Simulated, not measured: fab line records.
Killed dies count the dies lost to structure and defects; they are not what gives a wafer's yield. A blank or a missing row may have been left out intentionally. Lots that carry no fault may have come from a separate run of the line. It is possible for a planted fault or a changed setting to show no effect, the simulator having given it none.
fab line records	flow n5-finfet
record: lots: 5	wafers: 14	last-day: 16
route steps=1938 shown BEOL_M4@1028
lots that met no fault: from a run of the same line without faults
start-h: start of the lot's first displayed wafer, in hours after the record's first day	wait-h: time in hours since the lot's previous step	" repeats the value in the row above	L1.1+2: one row covering several wafers at once	- no value, or no start was given	* or withheld: withheld	< > ~ a bound
route shown NAME@n: a module of which the file shows steps, and the number in the route of the first	usual: average and standard deviation across the fault-free wafers	same: alike in all rows	chamber/n: place in a boat	sites: per-site readings	_std_site: standard deviation of those values	_edge_site: outer sites' mean less inner sites'	radius-mm: how far each site lies from the wafer's centre	mask NAME#n: copy n	behind: the tool/chamber that last shaped the wafer	hold: why the lot was held/for how many hours/how that ended	device: whichever transistor did not switch (one of n, p or np)	end of line: tests run on the same wafers once the route is complete	where a step has no rows: the recipe by itself	killed: at the first sort, the dies lost to defects and structure; wafer yield is something else	map: shows each die of a wafer: x if killed, . if not, _ if none is there
set.NAME: the setting that was run; set.NAME@STEP: the one run at that earlier step	model.NAME: the simulator's own value behind a step, which no gauge read
certain route steps with their lots: each step a table, each wafer a row
services: the hour from which a tool's chamber was out of use, counted from the record's first day as start-h (under 0 if before that day), plus the number of hours and why
== steps ==
step: N5_BEOL_M4_COAT_05
recipe: resist: CAR-EUV	spin-rpm: 1500	resist-thk-nm: 30
step: N5_BEOL_M4_EBR_07
recipe: solvent: PGMEA	ebr-width-mm: 1.5
step: N5_BEOL_M4_SOFTBAKE_06
recipe: temp-c: 110	time-s: 60	resist: CAR-EUV
step: N5_BEOL_M4_EXPOSE_08
recipe: mask-id: M4	na: 0.33	source-shape: dipole	sigma-inner: 0.369	sigma-outer: 0.767	polarization: unpolarized	dose-mj: 41.25
step: N5_BEOL_M4_PEB_09
recipe: peb-temp-c: 100	peb-time-s: 60	resist: CAR-EUV
step: N5_BEOL_M4_DEVELOP_10
recipe: develop-time-s: 30	developer: TMAH	resist: CAR-EUV	rinse-liquid: surfactant-rinse	dry: air-spin	dev-temp-c: 23
step: N5_BEOL_M4_CD_MEAS_11
recipe: target-cd-nm: 16.79	landing-energy-ev: 500	detector: se-inlens	polarity: opening
usual: cd-nm: 16.81/0.21
lot.wafer	tool	chamber	start-h	wait-h	cd-nm
L509.1	cd-sem-01	0	175.58	-	16.78
L509.2	"	0	"	"	16.54
L509.4	"	0	"	"	16.75
L515.2	cd-sem-01	0	210.13	-	16.61
L515.3	"	0	"	"	17.03
L515.5	"	0	"	"	16.69
L517.3	cd-sem-03	0	225.31	-	16.87
L517.4	"	0	"	"	16.74
L517.5	"	0	"	"	17.02
L519.2	cd-sem-01	0	232.71	-	17.09
L519.3	"	0	"	"	16.70
L519.4	"	0	"	"	16.71
L525.3	cd-sem-02	0	266.02	-	16.75
L525.6	"	0	"	"	16.99
step: N5_BEOL_M4_OVL_MEAS_12
recipe: points-per-wafer: 522
usual: M4_OVL: 0.4/0.59
lot.wafer	tool	chamber	start-h	wait-h	M4_OVL[nm]
L509.1	overlay-01	0	175.61	0.0	-0.2
L509.2	"	0	"	"	0.4
L509.4	"	0	"	"	0.3
L515.2	overlay-02	0	210.16	0.0	1.1
L515.3	"	0	"	"	0.1
L515.5	"	0	"	"	0.7
L517.3	overlay-01	0	225.35	0.0	0.8
L517.4	"	0	"	"	1.0
L517.5	"	0	"	"	0.6
L519.2	overlay-01	0	232.75	0.0	-0.1
L519.3	"	0	"	"	0.7
L519.4	"	0	"	"	0.2
L525.3	overlay-01	0	266.06	0.0	0.1
L525.6	"	0	"	"	1.0
step: N5_BEOL_M4_INSPECT_13
recipe: mode: adi	inspect-instrument: brightfield
usual: raw-defect-count: 444/120
lot.wafer	tool	chamber	start-h	wait-h	raw-defect-count
L509.1	defect-inspect-02	-	175.67	0.1	540
L509.2	"	-	"	"	516
L509.4	"	-	"	"	548
L515.2	defect-inspect-01	-	210.22	0.0	293
L515.3	"	-	"	"	279
L515.5	"	-	"	"	413
L517.3	defect-inspect-01	-	225.40	0.0	418
L517.4	"	-	"	"	472
L517.5	"	-	"	"	386
L519.2	defect-inspect-01	-	232.80	0.0	310
L519.3	"	-	"	"	459
L519.4	"	-	"	"	414
L525.3	defect-inspect-01	-	266.11	0.0	468
L525.6	"	-	"	"	360
step: N5_BEOL_M4_DESCUM_16
recipe: chemistry: O2	time-s: 7	source-power-w: 50	bias-power-w: 20	pressure-mtorr: 20	rf-frequency-hz: 2.712e+07	temp-c: 40	resist: CAR-EUV	o2-flow-sccm: 225
usual: bias-power-w: 19.99/0.059	drypump-motor-current-A: 5.8/0.4	oes-product-au: 0.82/0.084	rf-vpp-V: 243.6/1.4	showerhead-plenum-p-Torr: 2.13/0.07	throttle-valve-pct: 20.24/0.26
lot.wafer	tool	chamber	start-h	wait-h	bias-power-w	drypump-motor-current-A	oes-product-au	rf-hours-counter-h	rf-vpp-V	showerhead-plenum-p-Torr	throttle-valve-pct
L509.1	rie-diel-05	2	175.71	0.0	19.96	5.8	0.92	20	244.5	2.14	19.83
L509.2	"	3	"	"	19.93	5.9	0.66	241	242.6	2.06	20.59
L509.4	"	1	"	"	20.06	5.7	0.74	135	245.1	2.18	20.20
L515.2	rie-diel-05	1	210.35	0.1	20.02	5.7	0.74	147	244.3	2.18	20.20
L515.3	"	2	"	"	19.97	5.8	0.90	32	242.5	2.13	19.83
L515.5	"	1	"	"	19.93	5.7	0.73	-	243.2	2.18	20.21
L517.3	rie-diel-06	2	225.45	0.0	19.91	5.6	0.76	170	241.8	2.00	20.46
L517.4	"	3	"	"	19.85	6.6	0.68	249	241.7	1.97	20.12
L517.5	"	2	"	"	19.95	5.6	0.76	-	239.9	2.00	20.46
L519.2	rie-diel-05	2	232.83	0.0	19.96	5.8	0.88	43	242.5	2.13	19.86
L519.3	"	1	"	"	19.90	5.7	0.73	158	245.0	2.17	20.22
L519.4	"	1	"	"	20.05	5.7	0.73	-	243.9	2.17	20.22
L525.3	rie-diel-06	0	266.24	0.1	20.04	5.9	0.71	186	243.5	2.09	20.36
L525.6	"	0	"	"	20.13	5.9	0.72	-	242.0	2.09	20.35
step: N5_BEOL_M4_ETCH_74
recipe: chemistry: N2/H2	target: underlayer	target-depth-a: 65	mask-material: CAR-EUV	time-s: 5.2	ion-energy-ev: 200	pressure-mtorr: 30	source-w: 840	bias-w: 150	n2-flow-sccm: 200	h2-flow-sccm: 200	ends: cleared
usual: bias-w: 150.0/0.45	drypump-motor-current-A: 5.8/0.4	etch-rf-on-time-s: 5.18/0.071	h2-flow-sccm: 199.9/0.64	oes-product-au: 0.69/0.071	rf-vpp-V: 525.1/2.7	showerhead-plenum-p-Torr: 2.59/0.087	throttle-valve-pct: 17.66/0.26
lot.wafer	tool	chamber	start-h	wait-h	bias-w	drypump-motor-current-A	etch-rf-on-time-s	h2-flow-sccm	oes-product-au	rf-hours-counter-h	rf-vpp-V	showerhead-plenum-p-Torr	throttle-valve-pct
L509.1	rie-diel-05	2	175.74	0.0	150.5	5.8	5.17	201.1	0.77	20	525.5	2.60	17.19
L509.2	"	3	"	"	149.6	5.9	5.32	199.0	0.56	241	524.0	2.51	18.02
L509.4	"	1	"	"	150.6	5.6	5.15	200.5	0.64	135	525.4	2.66	17.60
L515.2	rie-diel-05	1	210.38	0.0	150.0	5.6	5.20	199.7	0.62	147	524.5	2.66	17.63
L515.3	"	2	"	"	150.1	5.8	5.19	199.5	0.76	32	526.3	2.59	17.18
L515.5	"	1	"	"	150.0	5.6	5.19	200.1	0.63	-	526.1	2.66	17.64
L517.3	rie-diel-06	2	225.48	0.0	149.8	5.6	5.20	201.1	0.65	170	521.8	2.43	17.88
L517.4	"	3	"	"	149.8	6.6	5.23	199.7	0.57	249	521.7	2.40	17.66
L517.5	"	2	"	"	149.8	5.7	5.21	200.0	0.63	-	521.5	2.43	17.87
L519.2	rie-diel-05	2	232.87	0.0	150.6	5.8	5.26	200.8	0.75	43	524.3	2.59	17.22
L519.3	"	1	"	"	150.9	5.6	5.19	200.3	0.61	158	528.2	2.65	17.68
L519.4	"	1	"	"	150.4	5.6	5.19	199.5	0.61	-	526.9	2.65	17.66
L525.3	rie-diel-06	0	266.28	0.0	150.0	5.9	5.25	200.4	0.61	186	522.3	2.53	17.71
L525.6	"	0	"	"	150.3	5.9	5.24	199.4	0.60	-	523.8	2.53	17.73
step: N5_BEOL_M4_ETCH_63
recipe: chemistry: CF4	target: SiARC	target-depth-a: 156	mask-material: CAR-EUV	time-s: 26	ion-energy-ev: 80	pressure-mtorr: 40	source-w: 545	bias-w: 36	Ar_flow_sccm: 100	cf4-flow-sccm: 100	ends: cleared
usual: bias-w: 35.99/0.11	drypump-motor-current-A: 5.8/0.4	etch-rf-on-time-s: 25.9/0.31	oes-product-au: 0.69/0.071	rf-vpp-V: 184.5/1.2	showerhead-plenum-p-Torr: 2.18/0.069	throttle-valve-pct: 15.44/0.24
lot.wafer	tool	chamber	start-h	wait-h	bias-w	drypump-motor-current-A	etch-rf-on-time-s	oes-product-au	rf-hours-counter-h	rf-vpp-V	showerhead-plenum-p-Torr	throttle-valve-pct
L509.1	rie-diel-05	2	175.76	0.0	35.98	5.8	25.7	0.79	20	184.7	2.18	15.01
L509.2	"	3	"	"	36.08	5.9	26.4	0.56	241	183.1	2.11	15.81
L509.4	"	1	"	"	35.97	5.7	26.1	0.63	135	186.9	2.23	15.43
L515.2	rie-diel-05	1	210.40	0.0	36.15	5.7	26.3	0.63	147	184.6	2.23	15.46
L515.3	"	2	"	"	35.89	5.8	25.8	0.76	32	184.8	2.18	15.04
L515.5	"	1	"	"	36.11	5.6	26.2	0.62	-	185.2	2.23	15.47
L517.3	rie-diel-06	2	225.50	0.0	35.98	5.6	26.4	0.64	170	182.6	2.05	15.66
L517.4	"	3	"	"	35.89	6.6	26.1	0.58	249	183.0	2.02	15.41
L517.5	"	2	"	"	36.00	5.6	26.2	0.64	-	183.3	2.05	15.68
L519.2	rie-diel-05	2	232.88	0.0	35.95	5.8	25.9	0.75	43	185.1	2.17	15.07
L519.3	"	1	"	"	36.18	5.7	25.7	0.63	158	185.7	2.23	15.46
L519.4	"	1	"	"	35.96	5.7	25.8	0.62	-	184.9	2.23	15.48
L525.3	rie-diel-06	0	266.30	0.0	36.09	5.9	26.1	0.61	186	183.2	2.13	15.52
L525.6	"	0	"	"	35.90	5.9	26.1	0.61	-	183.3	2.13	15.50
step: N5_BEOL_M4_ETCH_64
recipe: chemistry: N2/H2	target: SOC	target-depth-a: 750	overetch-a: 225	mask-material: SiARC	temp-c: 40	time-s: 121.9	ion-energy-ev: 200	pressure-mtorr: 30	source-w: 840	bias-w: 150	n2-flow-sccm: 200	h2-flow-sccm: 200
usual: bias-w: 150.0/0.45	drypump-motor-current-A: 5.8/0.4	h2-flow-sccm: 200.0/0.56	oes-product-au: 0.62/0.061	rf-vpp-V: 525.0/2.5	showerhead-plenum-p-Torr: 2.59/0.087	throttle-valve-pct: 17.62/0.26
lot.wafer	tool	chamber	start-h	wait-h	bias-w	drypump-motor-current-A	h2-flow-sccm	oes-product-au	rf-hours-counter-h	rf-vpp-V	showerhead-plenum-p-Torr	throttle-valve-pct	model.SiARC_of_BEOL_M4_COAT_62.thk-nm	model.BEOL_M4.cd-offset-nm
L509.1	rie-diel-05	2	175.79	0.0	150.6	5.8	200.1	0.69	20	525.5	2.60	17.14	6.4	0
L509.2	"	3	"	"	149.7	5.9	199.9	0.51	241	522.5	2.51	17.98	6.4	-0.2
L509.4	"	1	"	"	150.1	5.6	200.5	0.56	135	526.4	2.66	17.58	6.4	0
L515.2	rie-diel-05	1	210.43	0.0	150.0	5.7	200.2	0.56	147	525.1	2.66	17.60	6.2	-0.2
L515.3	"	2	"	"	150.3	5.8	200.0	0.68	32	525.6	2.59	17.16	6.2	-0.2
L515.5	"	1	"	"	149.8	5.7	199.9	0.56	-	524.9	2.65	17.62	6.4	0
L517.3	rie-diel-06	2	225.53	0.0	149.9	5.6	200.0	0.57	170	522.0	2.43	17.83	6.4	0.4
L517.4	"	3	"	"	150.2	6.6	200.0	0.51	249	519.5	2.40	17.61	6.4	0.2
L517.5	"	2	"	"	150.1	5.6	199.7	0.57	-	522.3	2.43	17.84	6.4	0.2
L519.2	rie-diel-05	2	232.91	0.0	150.2	5.8	199.2	0.66	43	527.5	2.59	17.19	6.4	0
L519.3	"	1	"	"	150.3	5.7	199.4	0.55	158	525.8	2.65	17.61	6.2	-0.4
L519.4	"	1	"	"	149.5	5.7	199.4	0.55	-	525.7	2.65	17.64	6.2	-0.2
L525.3	rie-diel-06	0	266.32	0.0	149.3	5.9	199.9	0.49	186	523.7	2.53	17.66	5.2	0.6
L525.6	"	0	"	"	150.1	5.9	200.0	0.49	-	524.8	2.53	17.66	5	0.4
step: N5_BEOL_M4_STRIP_65
recipe: chemistry: N2/H2	temp-c: 40	n2-flow-sccm: 200	h2-flow-sccm: 200	rf-frequency-hz: 6e+07
step: N5_BEOL_M4_STRIP_75
recipe: chemistry: N2/H2	temp-c: 40	n2-flow-sccm: 200	h2-flow-sccm: 200	rf-frequency-hz: 6e+07
step: N5_BEOL_M4_STRIP_66
recipe: chemistry: CF4	resist: SiARC	power-w: 300	bias-power-w: 75	pressure-mtorr: 50	cf4-flow-sccm: 150	rf-frequency-hz: 6e+07
usual: bias-power-w: 74.99/0.24	drypump-motor-current-A: 5.8/0.4	oes-product-au: 0.80/0.079	rf-vpp-V: 271.7/1.5	showerhead-plenum-p-Torr: 1.82/0.057	throttle-valve-pct: 13.41/0.24
lot.wafer	tool	chamber	start-h	wait-h	bias-power-w	drypump-motor-current-A	oes-product-au	rf-hours-counter-h	rf-vpp-V	showerhead-plenum-p-Torr	throttle-valve-pct
L509.1	rie-diel-05	2	175.92	0.0	74.50	5.8	0.91	20	271.1	1.83	13.01
L509.2	"	3	"	"	75.25	5.9	0.66	241	270.9	1.77	13.82
L509.4	"	1	"	"	75.18	5.7	0.73	135	272.4	1.87	13.43
L515.2	rie-diel-05	1	210.56	0.0	75.15	5.6	0.72	148	273.6	1.87	13.46
L515.3	"	2	"	"	74.68	5.8	0.88	32	271.1	1.83	13.03
L515.5	"	1	"	"	75.10	5.6	0.73	-	273.2	1.87	13.45
L517.3	rie-diel-06	2	225.66	0.0	75.07	5.6	0.75	170	269.4	1.72	13.67
L517.4	"	3	"	"	74.58	6.6	0.67	249	269.4	1.70	13.44
L517.5	"	2	"	"	75.25	5.6	0.74	-	269.1	1.72	13.67
L519.2	rie-diel-05	2	233.04	0.0	75.09	5.8	0.86	43	272.5	1.83	13.05
L519.3	"	1	"	"	74.82	5.7	0.72	158	273.0	1.86	13.49
L519.4	"	1	"	"	75.28	5.6	0.72	-	273.4	1.86	13.48
L525.3	rie-diel-06	0	266.46	0.0	74.98	5.9	0.70	186	270.5	1.78	13.52
L525.6	"	0	"	"	74.62	5.9	0.70	-	271.3	1.78	13.52
step: N5_BEOL_M4_HM_OPEN_17
recipe: chemistry: Cl2/BCl3	target-depth-a: 200	overetch-a: 60	target: TiN	mask-material: SOC	ion-energy-ev: 150	pressure-mtorr: 10	icp-w: 1000	bias-w: 126	Cl2_flow_sccm: 53.25	bcl3-flow-sccm: 21.75	Ar_flow_sccm: 25
usual: bias-w: 126.0/0.36	drypump-motor-current-A: 6.0/0.34	oes-product-au: 0.63/0.079	throttle-valve-pct: 22.39/0.19
lot.wafer	tool	chamber	start-h	wait-h	bias-w	drypump-motor-current-A	oes-product-au	rf-hours-counter-h	throttle-valve-pct	model.etch.depth-nm	model.BEOL_M4.cd-offset-nm
L509.1	rie-metal-02	1	175.96	0.0	126.7	6.3	0.57	91	22.69	20.21	0
L509.2	"	0	"	"	125.8	6.0	0.56	88	22.30	19.69	-0.2
L509.4	"	0	"	"	125.7	6.0	0.57	-	22.29	20.05	0
L515.2	rie-metal-01	0	210.61	0.0	125.7	5.0	0.62	57	22.16	20.15	-0.2
L515.3	"	1	"	"	127.0	5.9	0.60	-	22.20	20.17	-0.2
L515.5	"	0	"	"	125.6	5.0	0.61	-	22.14	20.16	-0.2
L517.3	rie-metal-02	1	225.73	0.1	126.2	6.2	0.56	-	22.72	19.97	0.4
L517.4	"	0	"	"	126.1	6.0	0.55	-	22.32	19.73	0.2
L517.5	"	1	"	"	126.4	6.3	0.56	-	22.71	19.97	0.2
L519.2	rie-metal-03	1	233.09	0.0	126.0	6.0	0.76	7	22.29	20.1	0
L519.3	"	1	"	"	126.3	6.1	0.76	-	22.30	19.92	-0.4
L519.4	"	0	"	"	125.6	6.1	0.67	-	22.50	20.2	-0.2
L525.3	rie-metal-02	1	266.53	0.1	126.0	6.3	0.51	-	22.81	16.83	0.8
L525.6	"	0	"	"	126.0	6.0	0.51	-	22.40	16.69	0.4
step: N5_BEOL_M4_STRIP_19
recipe: chemistry: O2	power-w: 400	temp-c: 40	pressure-mtorr: 30	rf-frequency-hz: 6e+07	bias-power-w: 0	overash-fraction: 0.2	o2-flow-sccm: 225
usual: drypump-motor-current-A: 5.8/0.37	oes-product-au: 0.81/0.076	rf-vpp-V: 3.7/0.52	showerhead-plenum-p-Torr: 2.12/0.066	throttle-valve-pct: 16.51/0.23
same: bias-power-w: 0
lot.wafer	tool	chamber	start-h	wait-h	drypump-motor-current-A	oes-product-au	rf-hours-counter-h	rf-vpp-V	showerhead-plenum-p-Torr	throttle-valve-pct
L509.1	rie-diel-06	1	176.08	0.1	6.5	0.86	67	4.7	2.22	16.57
L509.2	"	0	"	"	5.9	0.74	153	2.9	2.10	16.57
L509.4	"	2	"	"	5.6	0.77	155	3.8	2.01	16.69
L515.2	rie-diel-06	2	210.72	0.1	5.6	0.76	166	4.1	2.00	16.69
L515.3	"	1	"	"	6.5	0.84	76	3.8	2.22	16.58
L515.5	"	1	"	"	6.4	0.85	-	3.8	2.22	16.59
L517.3	rie-diel-04	0	225.81	0.1	5.4	0.85	64	4.2	2.13	16.60
L517.4	"	2	"	"	5.9	0.79	109	3.8	2.11	16.84
L517.5	"	2	"	"	5.9	0.78	-	3.9	2.11	16.84
L519.2	rie-diel-05	2	233.20	0.1	5.8	0.88	43	4.1	2.13	16.11
L519.3	"	0	"	"	5.1	0.87	37	3.5	2.23	16.64
L519.4	"	2	"	"	5.8	0.88	-	2.7	2.13	16.13
L525.3	rie-diel-04	3	266.62	0.1	5.6	0.88	40	2.8	2.13	16.32
L525.6	"	0	"	"	5.5	0.83	-	3.1	2.12	16.62
step: N5_BEOL_M4_CD_MEAS_18
recipe: pitch-nm: 36	target-cd-nm: 18
usual: cd-nm: 18.10/0.27
lot.wafer	tool	chamber	start-h	wait-h	cd-nm
L509.1	cd-sem-02	-	176.15	0.0	17.97
L509.2	"	-	"	"	17.84
L509.4	"	-	"	"	18.21
L515.2	cd-sem-02	-	210.80	0.1	17.76
L515.3	"	-	"	"	18.07
L515.5	"	-	"	"	17.83
L517.3	cd-sem-03	-	225.88	0.1	18.31
L517.4	"	-	"	"	18.04
L517.5	"	-	"	"	18.04
L519.2	cd-sem-03	-	233.27	0.1	18.11
L519.3	"	-	"	"	17.38
L519.4	"	-	"	"	17.70
L525.3	cd-sem-03	-	266.69	0.1	18.83
L525.6	"	-	"	"	18.96
step: N5_BEOL_M4_COAT_67
recipe: resist: SOC	temp-c: 250	time-s: 60	spin-rpm: 1500	resist-thk-nm: 60
step: N5_BEOL_M4_RC_MEAS_101
usual: DIBL_N: 36.3/1.4	DIBL_P: 36.2/1.5	IOFF_N: 0.160/0.021	IOFF_P: 0.211/0.027	ION_N: 676/7.7	ION_P: 463/5.5	SS_N: 71.4/0.57	SS_P: 73.3/0.58	VT_N: 249.3/2.5	VT_P: -250.1/2.6
lot.wafer	tool	chamber	start-h	wait-h	DIBL_N[mV/V]	DIBL_P[mV/V]	IOFF_N[nA/um]	IOFF_P[nA/um]	ION_N[uA/um]	ION_P[uA/um]	SS_N[mV/dec]	SS_P[mV/dec]	VT_N[mV]	VT_P[mV]
L509.1	prober-01	0	186.17	0.0	35.0	34.9	0.153	0.194	679	465	71.6	73.1	251.5	-250.2
L509.2	"	0	"	"	38.0	39.2	0.222	0.272	688	474	72.5	73.7	245.6	-248.3
L509.4	"	0	"	"	36.8	37.9	0.192	0.233	690	462	71.9	73.1	247.1	-247.0
L515.2	prober-01	0	217.92	0.2	36.6	37.9	0.185	0.239	675	461	70.8	73.7	243.7	-249.4
L515.3	"	0	"	"	34.5	34.7	0.143	0.185	673	455	70.3	73.4	251.5	-248.6
L515.5	"	0	"	"	36.2	38.0	0.179	0.235	693	471	70.7	73.3	248.7	-246.9
L517.3	prober-01	0	245.09	0.3	35.3	35.3	0.138	0.194	680	466	70.9	72.7	251.1	-250.0
L517.4	"	0	"	"	36.2	36.0	0.149	0.209	673	462	71.2	73.4	249.0	-248.5
L517.5	"	0	"	"	36.6	36.2	0.152	0.203	666	458	71.2	73.4	251.2	-249.7
L519.2	prober-02	0	246.48	0.2	38.0	38.1	0.180	0.211	676	457	72.7	74.4	248.9	-254.4
L519.3	"	0	"	"	35.2	35.3	0.134	0.168	681	459	71.3	73.3	253.5	-254.0
L519.4	"	0	"	"	37.7	38.0	0.182	0.196	674	452	72.8	74.0	251.3	-253.5
L525.3	prober-02	0	283.76	0.3	37.1	35.9	0.173	0.216	679	462	71.5	73.4	247.0	-248.9
L525.6	"	0	"	"	36.0	35.6	0.173	0.221	689	472	71.1	73.3	244.2	-249.5
== services ==
tool	chamber	start-h	hours	kind
rie-metal-01	1	161.67	9.4	repair
rie-diel-05	3	204.47	-	clean
rie-diel-05	3	204.47	-	consumable-replace:focus-ring
rie-diel-05	3	204.47	40.2	scheduled-down
rie-diel-05	3	204.47	40.2	vent-cycle
rie-metal-01	-	224.32	1.4	pm
rie-diel-06	3	228.27	-	clean
rie-diel-06	3	228.27	-	consumable-replace:focus-ring
rie-diel-06	3	228.27	-	consumable-replace:showerhead
rie-diel-06	3	228.27	22.3	scheduled-down
rie-diel-06	3	228.27	22.3	vent-cycle
rie-metal-03	0	265.79	4.4	repair
== key ==
first-sign: step: N5_BEOL_M4_CD_MEAS_18	reading: cd-nm	direction: up	sigmas: 3	usual: 18.10	struck: 18.89
effect none on later readings
model-effect: step: N5_BEOL_M4_ETCH_64	value: SiARC_of_BEOL_M4_COAT_62.thk-nm	without: 6.4	struck: 5.1
model-effect: step: N5_BEOL_M4_HM_OPEN_17	value: etch.depth-nm	without: 19.58	struck: 16.76
met-at N5_BEOL_M4_ETCH_64
struck-wafers L525.3,L525.6
onset-between 225.53 266.32
also-fits time
fault: kind: process-parameter-drift	tool: rie-diel-06	chamber: -	onset-h: 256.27	steps: N5_BEOL_M4_ETCH_64	channel: time-s	offset: *	shape: step	end-h: 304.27	scope: struck-wafers-only	acts-in: *	stated: *
